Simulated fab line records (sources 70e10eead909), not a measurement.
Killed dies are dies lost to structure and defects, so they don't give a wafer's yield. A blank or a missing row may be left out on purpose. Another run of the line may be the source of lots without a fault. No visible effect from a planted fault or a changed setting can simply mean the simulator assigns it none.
fab line records -- flow nand-harc
record: lots: 5, wafers: 15, last-day: 33
route steps=1302 shown A_WL_FILL@974 A_CONTACT@983 END@1302
lots with no fault: from the same line, run without faults
start-h: start of the lot's first displayed wafer, in hours after the record's first day -- wait-h: hours since the lot's step before -- " unchanged from the row above -- L1.1+2: a single row standing in for several wafers -- - either no value or no given start -- * or withheld: withheld -- < > ~ a bound
route shown NAME@n: NAME is a module with steps in the file, n the number in the route of the first one -- usual: mean/standard deviation taken from wafers without a fault -- same: alike in all rows -- chamber/n: place in a boat -- sites: per-site readings -- _std_site: standard deviation of those values -- _edge_site: inner sites' mean taken away from outer sites' mean -- radius-mm: for every site, how far away it sits from the centre of the wafer -- mask NAME#n: copy n -- behind: the tool/chamber that last shaped the wafer -- hold: cause of the lot's hold/its duration in hours/its outcome -- device: the transistor (n, p or np) that didn't switch -- end of line: at the end of the route, the tests of the same wafers -- a step with no rows: only its recipe -- killed: at the first sort, the dies lost to defects and structure; wafer yield is something else -- map: a wafer's dies, marking killed ones x, the rest . and places with no die _
set.NAME: the setting that was run; set.NAME@STEP: the one run at that earlier step -- model.NAME: the simulator's own value behind a step, which no gauge read
lots at some steps of the route; a table a step, a row a wafer
services: when a tool's chamber went out of use (start-h, in hours from the record's first day, below 0 if earlier), for how many hours, and the reason
== steps ==
step: NHARC_A_WL_FILL_SRD_14
step: NHARC_A_WL_FILL_ALD_19
recipe: target-thk-a: 20, pulse-time-s: 3, ald-cycles: 100, temp-c: 450, material: TiN
step: NHARC_A_WL_FILL_CVD_20
recipe: target-thk-a: 1000, temp-c: 400, pressure-torr: 40, wf6-flow-sccm: 40, h2-flow-sccm: 1600, ar-flow-sccm: 1560, time-s: 74, material: W
step: NHARC_A_WL_FILL_CMP_12
recipe: t-overpolish-s: 30, target-thk-nm: 100
step: NHARC_A_WL_FILL_SRD_31
step: NHARC_A_WL_FILL_INSPECT_15
usual: raw-defect-count: 490/120
lot.wafer,tool,chamber,start-h,wait-h,raw-defect-count
L802.3,defect-inspect-02,-,530.12,0.0,289
L802.4,defect-inspect-02,-,530.12,0.0,429
L802.5,defect-inspect-02,-,530.12,0.0,350
L807.2,defect-inspect-02,-,550.86,0.0,471
L807.3,defect-inspect-02,-,550.86,0.0,400
L807.6,defect-inspect-02,-,550.86,0.0,441
L809.2,defect-inspect-01,-,589.36,0.0,347
L809.4,defect-inspect-01,-,589.36,0.0,318
L809.6,defect-inspect-01,-,589.36,0.0,375
L817.1,defect-inspect-02,-,664.23,0.0,490
L817.2,defect-inspect-02,-,664.23,0.0,571
L817.3,defect-inspect-02,-,664.23,0.0,388
L822.2,defect-inspect-01,-,714.55,0.0,358
L822.5,defect-inspect-01,-,714.55,0.0,379
L822.6,defect-inspect-01,-,714.55,0.0,337
step: NHARC_A_CONTACT_DEP_24
recipe: target-thk-a: 5000, temp-c: 400, pressure-torr: 6.5, rf-w: 900, teos-flow-sccm: 161.4, flow-sccm: 2650, target-thk-nm: 500, gas: O2, material: SiO2
step: NHARC_A_CONTACT_DEP_28
recipe: target-thk-a: 70000, temp-c: 400, material: aC
usual: throttle-valve-pct: 35.001/0.0094
lot.wafer,tool,chamber,start-h,wait-h,throttle-valve-pct
L802.3,acl-dep-03,0,532.20,1.5,35.019
L802.4,acl-dep-03,0,532.20,1.5,34.990
L802.5,acl-dep-03,0,532.20,1.5,35.004
L807.2,acl-dep-02,0,557.79,6.2,34.995
L807.3,acl-dep-02,0,557.79,6.2,35.006
L807.6,acl-dep-02,0,560.63,9.0,35.013
L809.2,acl-dep-02,0,591.41,1.4,34.998
L809.4,acl-dep-02,0,592.85,2.9,34.992
L809.6,acl-dep-02,0,594.29,4.3,35.006
L817.1,acl-dep-01,0,667.96,3.1,35.012
L817.2,acl-dep-01,0,667.96,3.1,34.989
L817.3,acl-dep-01,0,667.96,3.1,35.002
L822.2,acl-dep-03,0,715.92,0.8,34.995
L822.5,acl-dep-03,0,718.03,2.9,34.991
L822.6,acl-dep-03,0,718.03,2.9,34.998
step: NHARC_A_CONTACT_DEP_29
recipe: target-thk-a: 1000, target-thk-nm: 100, temp-c: 400, pressure-torr: 3.5, flow-sccm: 200, rf-w: 350, material: SiON
usual: heater-power-w: 729/120
lot.wafer,tool,chamber,start-h,wait-h,heater-power-w,since-wet-clean-h
L802.3,pecvd-02,1,535.08,2.2,670,114
L802.5,pecvd-02,2,535.08,2.2,961,-
L802.4,pecvd-02,0,535.08,2.2,606,-
L807.3,pecvd-03,2,561.36,2.1,724,1
L807.2,pecvd-03,0,561.36,2.1,796,1
L807.6,pecvd-03,2,561.36,2.1,716,-
L809.2,pecvd-01,0,595.09,3.0,572,90
L809.4,pecvd-01,1,595.09,3.0,802,-
L809.6,pecvd-01,0,595.09,3.0,586,-
L817.1,pecvd-02,1,672.25,3.6,604,70
L817.2,pecvd-02,2,672.25,3.6,942,70
L817.3,pecvd-02,0,672.25,3.6,638,70
L822.2,pecvd-01,1,719.48,2.9,877,33
L822.5,pecvd-01,1,719.48,2.9,895,-
L822.6,pecvd-01,2,719.48,2.9,855,-
step: NHARC_A_CONTACT_DEHYDRATE_32
recipe: temp-c: 150, time-s: 120
step: NHARC_A_CONTACT_HMDS_33
recipe: time-s: 30
step: NHARC_A_CONTACT_COAT_34
recipe: temp-c: 260, time-s: 75
step: NHARC_A_CONTACT_COAT_35
recipe: temp-c: 225, time-s: 65
step: NHARC_A_CONTACT_COAT_36
recipe: spin-rpm: 1500, resist-thk-nm: 90
step: NHARC_A_CONTACT_SOFTBAKE_37
recipe: temp-c: 105, time-s: 55
step: NHARC_A_CONTACT_EBR_38
step: NHARC_A_CONTACT_EXPOSE_39
recipe: na: 1.35, sigma-outer: 0.8, dose-mj: 58.79, mask-id: A_CC_3
step: NHARC_A_CONTACT_PEB_40
recipe: peb-temp-c: 100, peb-time-s: 65
step: NHARC_A_CONTACT_DEVELOP_41
recipe: develop-time-s: 35, dev-temp-c: 23
step: NHARC_A_CONTACT_CD_MEAS_42
recipe: target-cd-nm: 300, landing-energy-ev: 500
usual: cd-nm: 300.0/0.55
lot.wafer,tool,chamber,start-h,wait-h,cd-nm
L802.3,cd-sem-02,0,535.62,-,300.1
L802.4,cd-sem-02,0,535.62,-,300.4
L802.5,cd-sem-02,0,535.62,-,300.4
L807.2,cd-sem-02,0,561.95,-,300.7
L807.3,cd-sem-02,0,561.95,-,300.0
L807.6,cd-sem-02,0,561.95,-,299.9
L809.2,cd-sem-02,0,595.76,-,299.7
L809.4,cd-sem-02,0,595.76,-,299.4
L809.6,cd-sem-02,0,595.76,-,299.1
L817.1,cd-sem-02,0,673.08,-,299.4
L817.2,cd-sem-02,0,673.08,-,299.4
L817.3,cd-sem-02,0,673.08,-,298.8
L822.2,cd-sem-01,0,720.05,-,300.6
L822.5,cd-sem-01,0,720.05,-,301.1
L822.6,cd-sem-01,0,720.05,-,301.4
step: NHARC_A_CONTACT_OVL_MEAS_43
usual: overlay-x-nm: 0.2/0.79, overlay-y-nm: -0.2/0.79
lot.wafer,tool,chamber,start-h,wait-h,overlay-x-nm,overlay-y-nm
L802.3,overlay-01,-,535.71,-,-0.3,-0.9
L802.4,overlay-01,-,535.71,-,-0.1,-0.3
L802.5,overlay-01,-,535.71,-,0.3,-0.3
L807.2,overlay-02,-,562.04,-,-0.8,0.1
L807.3,overlay-02,-,562.04,-,-0.1,-0.4
L807.6,overlay-02,-,562.04,-,-0.8,0.1
L809.2,overlay-02,-,595.85,-,2.0,0.0
L809.4,overlay-02,-,595.85,-,1.7,-0.4
L809.6,overlay-02,-,595.85,-,1.7,0.0
L817.1,overlay-01,-,673.17,-,-0.4,-0.2
L817.2,overlay-01,-,673.17,-,0.0,-0.6
L817.3,overlay-01,-,673.17,-,-0.3,-0.2
L822.2,overlay-02,-,720.13,-,0.0,0.0
L822.5,overlay-02,-,720.13,-,0.3,-0.2
L822.6,overlay-02,-,720.13,-,0.1,-0.6
step: NHARC_A_CONTACT_INSPECT_44
usual: raw-defect-count: 86/33
lot.wafer,tool,chamber,start-h,wait-h,raw-defect-count
L802.3,defect-inspect-01,-,535.74,0.0,83
L802.4,defect-inspect-01,-,535.74,0.0,54
L802.5,defect-inspect-01,-,535.74,0.0,62
L807.2,defect-inspect-02,-,562.08,0.0,180
L807.3,defect-inspect-02,-,562.08,0.0,162
L807.6,defect-inspect-02,-,562.08,0.0,164
L809.2,defect-inspect-01,-,595.88,0.0,23
L809.4,defect-inspect-01,-,595.88,0.0,13
L809.6,defect-inspect-01,-,595.88,0.0,15
L817.1,defect-inspect-01,-,673.20,0.0,93
L817.2,defect-inspect-01,-,673.20,0.0,85
L817.3,defect-inspect-01,-,673.20,0.0,70
L822.2,defect-inspect-01,-,720.17,0.0,51
L822.5,defect-inspect-01,-,720.17,0.0,59
L822.6,defect-inspect-01,-,720.17,0.0,66
step: NHARC_A_CONTACT_DESCUM_47
recipe: time-s: 3, o2-flow-sccm: 200, ar-flow-sccm: 0, bias-power-w: 0, chemistry: O2
usual: drypump-motor-current-A: 5.7/0.45, o2-flow-sccm: 200.0/0.65, oes-product-au: 1.002/0.011, rf-vpp-V: 57.8/0.89, showerhead-plenum-p-Torr: 1.92/0.099, throttle-valve-pct: 11.312/0.0098
lot.wafer,tool,chamber,start-h,wait-h,drypump-motor-current-A,o2-flow-sccm,oes-product-au,rf-hours-counter-h,rf-vpp-V,showerhead-plenum-p-Torr,throttle-valve-pct
L802.3,rie-diel-06,1,535.81,0.1,5.2,200.4,1.012,4,58.2,1.83,11.290
L802.4,rie-diel-06,2,535.81,0.1,5.7,199.6,0.985,6,58.5,1.89,11.311
L802.5,rie-diel-06,1,535.81,0.1,5.2,199.4,1.001,-,57.4,1.83,11.322
L807.2,rie-diel-09,1,562.14,0.1,5.7,199.0,1.006,19,56.5,2.01,11.301
L807.3,rie-diel-09,2,562.14,0.1,5.2,200.2,1.000,19,59.9,2.03,11.308
L807.6,rie-diel-09,1,562.14,0.1,5.8,199.3,1.003,-,56.6,2.01,11.320
L809.4,rie-diel-09,0,595.94,0.1,5.2,200.0,0.999,29,56.7,1.81,11.306
L809.2,rie-diel-09,2,595.94,0.1,5.2,200.9,1.005,34,58.2,2.03,11.307
L809.6,rie-diel-09,1,595.94,0.1,5.7,200.0,0.993,-,57.7,2.01,11.292
L817.2,rie-diel-02,1,673.28,0.1,6.1,200.5,1.023,28,58.2,1.89,11.313
L817.1,rie-diel-02,3,673.28,0.1,6.6,199.5,1.028,31,57.3,2.03,11.303
L817.3,rie-diel-02,0,673.28,0.1,5.8,199.8,1.009,32,57.7,2.01,11.305
L822.2,rie-diel-02,0,720.25,0.1,5.7,200.4,1.006,49,59.6,2.00,11.319
L822.6,rie-diel-02,2,720.25,0.1,6.1,198.7,1.010,-,56.9,1.82,11.304
L822.5,rie-diel-02,3,720.25,0.1,6.6,200.2,1.028,-,59.4,2.03,11.314
step: NHARC_A_CONTACT_ETCH_48
recipe: target-depth-a: 390, over-etch-frac: 0.3, time-s: 65, ion-energy-ev: 80, cf4-flow-sccm: 150, ar-flow-sccm: 0, rf-w: 300, bias-w: 100, chemistry: CF4
step: NHARC_A_CONTACT_ETCH_49
recipe: target-depth-a: 2600, over-etch-frac: 0.3, time-s: 475.3, ion-energy-ev: 200, n2-flow-sccm: 150, h2-flow-sccm: 150, ar-flow-sccm: 0, rf-w: 400, bias-w: 150, chemistry: N2/H2
step: NHARC_A_CONTACT_ETCH_50
recipe: target-depth-a: 1210, time-s: 60.5, cf4-flow-sccm: 100, chf3-flow-sccm: 30, ar-flow-sccm: 0, rf-w: 500, bias-w: 200, chemistry: CF4/CHF3
step: NHARC_A_CONTACT_ETCH_51
recipe: target-depth-a: 70000, over-etch-frac: 0.3, time-s: 1820, ion-energy-ev: 150, o2-flow-sccm: 400, cos-flow-sccm: 20, ar-flow-sccm: 0, rf-w: 500, bias-w: 300, chemistry: O2/COS
usual: drypump-motor-current-A: 5.8/0.45, o2-flow-sccm: 400.2/1.2, oes-product-au: 1.001/0.012, rf-vpp-V: 314.4/2.4, showerhead-plenum-p-Torr: 3.14/0.16, throttle-valve-pct: 28.330/0.01
lot.wafer,tool,chamber,start-h,wait-h,drypump-motor-current-A,o2-flow-sccm,oes-product-au,rf-hours-counter-h,rf-vpp-V,showerhead-plenum-p-Torr,throttle-valve-pct
L802.4,rie-diel-06,0,-,-,5.8,401.5,0.988,8,317.4,3.37,28.338
L802.3,rie-diel-06,3,-,-,5.2,401.5,0.993,7,312.8,3.02,28.335
L802.5,rie-diel-06,1,-,-,5.2,397.9,1.006,-,312.7,3.00,28.314
L807.3,rie-diel-09,3,-,-,6.4,400.1,1.008,20,311.7,2.90,28.328
L807.2,rie-diel-09,0,-,-,5.2,398.1,1.009,20,311.3,2.96,28.323
L807.6,rie-diel-09,3,-,-,6.4,398.7,1.003,-,310.8,2.90,28.338
L809.4,rie-diel-09,1,-,-,5.8,401.7,0.997,33,316.3,3.27,28.324
L809.2,rie-diel-09,2,-,-,5.2,399.7,1.005,34,317.8,3.29,28.347
L809.6,rie-diel-09,2,-,-,5.2,401.4,0.990,-,316.6,3.29,28.346
L817.3,rie-diel-02,3,-,-,6.6,399.8,1.026,33,317.3,3.30,28.342
L817.2,rie-diel-02,0,-,-,5.8,400.5,1.015,34,315.3,3.26,28.342
L817.1,rie-diel-02,2,-,-,6.0,402.1,1.010,29,311.4,2.98,28.343
L822.2,rie-diel-02,1,-,-,6.2,399.7,1.024,45,312.9,3.07,28.331
L822.6,rie-diel-02,2,-,-,6.0,400.3,1.015,-,312.8,2.98,28.315
L822.5,rie-diel-02,3,-,-,6.6,400.6,1.032,-,316.7,3.29,28.334
step: NHARC_A_CONTACT_ETCH_111
recipe: source-w: withheld, pressure-mtorr: 20, bias-v: withheld, time-s: 140, target-depth-a: 7000, ar-flow-sccm: withheld, c4f8-flow-sccm: withheld, o2-flow-sccm: withheld, chemistry: C4F8/O2/Ar
lot.wafer,tool,chamber,start-h,wait-h,rf-hours-counter-h
L802.3,har-cap-etch-03,1,537.71,-,-
L802.4,har-cap-etch-03,0,537.71,-,-
L802.5,har-cap-etch-03,0,537.71,-,-
L807.2,har-cap-etch-01,1,563.99,-,8
L807.3,har-cap-etch-01,1,563.99,-,-
L807.6,har-cap-etch-01,0,563.99,-,-
L809.2,har-cap-etch-01,1,597.79,-,15
L809.4,har-cap-etch-01,0,597.79,-,-
L809.6,har-cap-etch-01,0,597.79,-,-
L817.2,har-cap-etch-01,1,676.22,-,30
L817.1,har-cap-etch-01,0,676.22,-,30
L817.3,har-cap-etch-01,0,676.22,-,-
L822.2,har-cap-etch-02,0,722.25,-,119
L822.6,har-cap-etch-02,1,722.25,-,-
L822.5,har-cap-etch-02,0,722.25,-,-
step: NHARC_A_CONTACT_ETCH_112
recipe: source-w: withheld, pressure-mtorr: 20, bias-v: 3000, time-s: 190, target-depth-a: 18500, ar-flow-sccm: withheld, c4f8-flow-sccm: withheld, o2-flow-sccm: withheld, chemistry: C4F8/O2/Ar
step: NHARC_A_CONTACT_ETCH_113
recipe: source-w: withheld, pressure-mtorr: 20, bias-v: 3000, time-s: 190, target-depth-a: 18500, ar-flow-sccm: withheld, c4f8-flow-sccm: withheld, o2-flow-sccm: withheld, chemistry: C4F8/O2/Ar
step: NHARC_A_CONTACT_ETCH_114
recipe: source-w: withheld, pressure-mtorr: 20, bias-v: 3000, time-s: 190, target-depth-a: 18500, ar-flow-sccm: withheld, c4f8-flow-sccm: withheld, o2-flow-sccm: withheld, chemistry: C4F8/O2/Ar
step: NHARC_A_CONTACT_ETCH_115
recipe: source-w: withheld, pressure-mtorr: 20, bias-v: 3000, time-s: 190, target-depth-a: 18500, ar-flow-sccm: withheld, c4f8-flow-sccm: withheld, o2-flow-sccm: withheld, chemistry: C4F8/O2/Ar
step: NHARC_A_CONTACT_ETCH_116
recipe: source-w: withheld, pressure-mtorr: 20, bias-v: 3000, time-s: 190, target-depth-a: 18500, ar-flow-sccm: withheld, c4f8-flow-sccm: withheld, o2-flow-sccm: withheld, chemistry: C4F8/O2/Ar
step: NHARC_A_CONTACT_ETCH_117
recipe: source-w: withheld, pressure-mtorr: 20, bias-v: 3000, time-s: 190, target-depth-a: 18500, ar-flow-sccm: withheld, c4f8-flow-sccm: withheld, o2-flow-sccm: withheld, chemistry: C4F8/O2/Ar
step: NHARC_A_CONTACT_ETCH_118
recipe: source-w: withheld, pressure-mtorr: 20, bias-v: 3000, time-s: 190, target-depth-a: 18500, ar-flow-sccm: withheld, c4f8-flow-sccm: withheld, o2-flow-sccm: withheld, chemistry: C4F8/O2/Ar
step: NHARC_A_CONTACT_ETCH_119
recipe: source-w: withheld, pressure-mtorr: 20, bias-v: 3000, time-s: 190, target-depth-a: 18500, ar-flow-sccm: withheld, c4f8-flow-sccm: withheld, o2-flow-sccm: withheld, chemistry: C4F8/O2/Ar
lot.wafer,tool,chamber,start-h,wait-h,rf-hours-counter-h
L802.3,har-cap-etch-03,1,539.10,0.1,-
L802.4,har-cap-etch-03,0,539.10,0.1,-
L802.5,har-cap-etch-03,0,539.10,0.1,-
L807.2,har-cap-etch-01,1,565.39,0.1,9
L807.3,har-cap-etch-01,1,565.39,0.1,-
L807.6,har-cap-etch-01,0,565.39,0.1,-
L809.2,har-cap-etch-01,1,599.18,0.1,17
L809.4,har-cap-etch-01,0,599.18,0.1,-
L809.6,har-cap-etch-01,0,599.18,0.1,-
L817.2,har-cap-etch-01,1,677.61,0.1,31
L817.1,har-cap-etch-01,0,677.61,0.1,31
L817.3,har-cap-etch-01,0,677.61,0.1,-
L822.2,har-cap-etch-02,0,723.64,0.1,120
L822.6,har-cap-etch-02,1,723.64,0.1,-
L822.5,har-cap-etch-02,0,723.64,0.1,-
step: NHARC_A_CONTACT_ETCH_120
recipe: source-w: withheld, pressure-mtorr: 20, bias-v: 3000, time-s: 190, target-depth-a: 18500, ar-flow-sccm: withheld, c4f8-flow-sccm: withheld, o2-flow-sccm: withheld, chemistry: C4F8/O2/Ar
step: NHARC_A_CONTACT_ETCH_121
recipe: source-w: withheld, pressure-mtorr: 20, bias-v: 3000, time-s: 190, target-depth-a: 18500, ar-flow-sccm: withheld, c4f8-flow-sccm: withheld, o2-flow-sccm: withheld, chemistry: C4F8/O2/Ar
step: NHARC_END_SORT_01
recipe: temp-c: 25
usual: killed-at-array: 64/20, killed-at-other: 0.7/1.1, killed-at-periphery: 3.6/2.7, killed-dies: 68/20, killed-open: 2.8/1.9, killed-short: 2.3/1.5
same: gross-dies: 677
lot.wafer,tool,chamber,start-h,wait-h,killed-at-array,killed-at-other,killed-at-periphery,killed-dies,killed-open,killed-short
L817.3,prober-02,0,747.62,3.1,570,1,5,576,1,2
killed by level:class
L817.3 A_CONTACT:area-dep=515 A_SLIT:chamber-film-flake=27 A_CHANNEL_HOLE_D1:chamber-film-flake=10 A_STAIRCASE:chamber-film-flake=8 P_GATE:chamber-film-flake=4 A_CONTACT:chamber-film-flake=4 A_CHANNEL_FILL_D2:geometric-particle:short=1 A_BLC:geometric-particle:open=1
map L817.3 (x killed, . not)
____________x____________
_________.xx.xx._________
_______xxx.xx.xxx._______
______xx...x.x.xxxx______
_____xx.xxx.xxxx.xxx_____
____xx.xxxxxxxxxxxx.x____
____xxxxxxxxxxxxxxxx.____
___xx.xxxxxxxxxxxxx.x.___
___xxxxxxxxxxxxxxxxxx.___
__xxxxxxxxxxxxxxxxxx...__
__xxxxxxxxxxxxxxxxxx.x.__
_.xxxxxxxxxxxxxxxxxxx..._
_.xxxxxxxxxxxxxxxxxxxx.._
_.xxxxxxxxxxxxxxxxxxxxx._
_.xxxxxxxxxxxxxxxxxxxx.._
_xxxxxxxxxxxxxxxxxxxxxx._
...xxxxxxxxxxxxxxxxxxxxx.
.xx.xxxxxxxxxxxxxxxxxxxx.
.xxxxxxxxxxxxxxxxxxxxxx.x
xxxxxxxxxxxxxxxxxxxxxxx.x
.xxxxxxxxxxxxxxxxx.xxxxxx
_.xxxxxxxxxxxxxxxxxxxxxx_
_.xxxxxxxxxxxxxxxxxxxx.._
_xxxxxxxxxxxxxxxxxxxxxx._
_xxxxxxxxxxxxxxxxxxxxxxx_
_x.xxxxxxxxxxxxxxxx.xx.x_
__..xxx.xxxxxxxxxxxxx..__
__.xxxxxxxxxxxxxxx..x..__
___xxxxxxxxxxxxxxxxx.x___
___.xxxxxxxxxxxxxxxxx.___
____xxxx.xxxxxxxxx.x.____
____x.xxxxxx.xxxx.xx.____
_____.x.xxxx.xxx.xxx_____
______x..xx.xxx.xx.______
_______.x..x.x...._______
_________x..x.x._________
____________.____________
map L802.3 (x killed, . not)
____________.____________
_________......._________
_______..........._______
______.............______
_____.....x........._____
____.........x.......____
____.......xx.x......____
___....xxxxxxx....x...___
___......xxxxx.x......___
__.......xxxxx.x.......__
__......xxxxxxx......x.__
_..x....xxxx.x......x.x._
_............x.........._
_.........x.xx........x._
_.......x.x............._
_........xx.x..........._
....x....................
.........................
.....x...x.x.............
.....x.........x.........
.........................
_...x.............x....._
_........x.............._
_......................._
_.......x..............._
_.....x......x.........._
__.....................__
__.....................__
___.........x.........___
___...................___
____.................____
____.................____
_____.........x....._____
______.............______
_______..........._______
_________......._________
____________.____________
== services ==
tool,chamber,start-h,hours,kind
pecvd-02,2,510.33,12.8,repair
pecvd-02,0,514.61,11.8,repair
acl-dep-02,-,540.91,10.6,repair
pecvd-03,-,547.00,13.0,pm
har-cap-etch-03,-,549.22,1.5,repair
rie-diel-06,2,550.43,13.4,repair
acl-dep-01,-,555.00,13.0,pm
rie-diel-06,-,559.49,0.5,repair
rie-diel-02,-,572.90,9.0,pm
pecvd-02,-,589.10,13.0,pm
rie-diel-06,-,600.79,1.0,repair
acl-dep-02,-,608.36,13.0,pm
rie-diel-09,0,627.47,2.9,repair
rie-diel-02,-,642.04,1.2,repair
rie-diel-06,-,666.76,9.0,pm
acl-dep-03,-,668.01,13.0,pm
pecvd-01,-,673.30,13.0,pm
rie-diel-09,-,674.21,9.0,pm
pecvd-02,-,678.61,0.7,repair
rie-diel-02,3,691.66,2.9,repair
pecvd-01,-,693.50,2.2,repair
rie-diel-02,-,707.07,0.2,repair
rie-diel-06,2,711.45,9.1,repair
rie-diel-09,1,720.68,1.7,repair
== key ==
first-sign: step: NHARC_END_SORT_01, reading: killed-dies, direction: up, sigmas: 26, usual: 68, struck: 576
effect: step: NHARC_END_SORT_01, reading: killed-at-array, direction: up, sigmas: 26, usual: 64, struck: 570
more-kills-born-at: NHARC_A_CONTACT_DEP_29@pecvd-02: 515
met-at NHARC_A_CONTACT_DEP_29
struck-wafers L817.3
later-rows-left-out L817.3
tester-left-out L817
onset-between 535.08 672.25
fault: kind: process-parameter-drift, tool: pecvd-02, chamber: 0, onset-h: 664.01, steps: NHARC_A_CONTACT_DEP_29, channel: target-thk-a, offset: *, shape: step, end-h: 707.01, acts-in: *, stated: *
tester-left-out: of these lots the tester's yield and bins aren't shown, on N5 and GAA mostly nor the transistor test; their killed dies are dies lost to structure and defects alone, not to doping, threshold or leakage, so they don't give the yield
later-rows-left-out: the simulator's readings of these wafers behind a module that went badly wrong aren't trusted and aren't shown, but for the sort
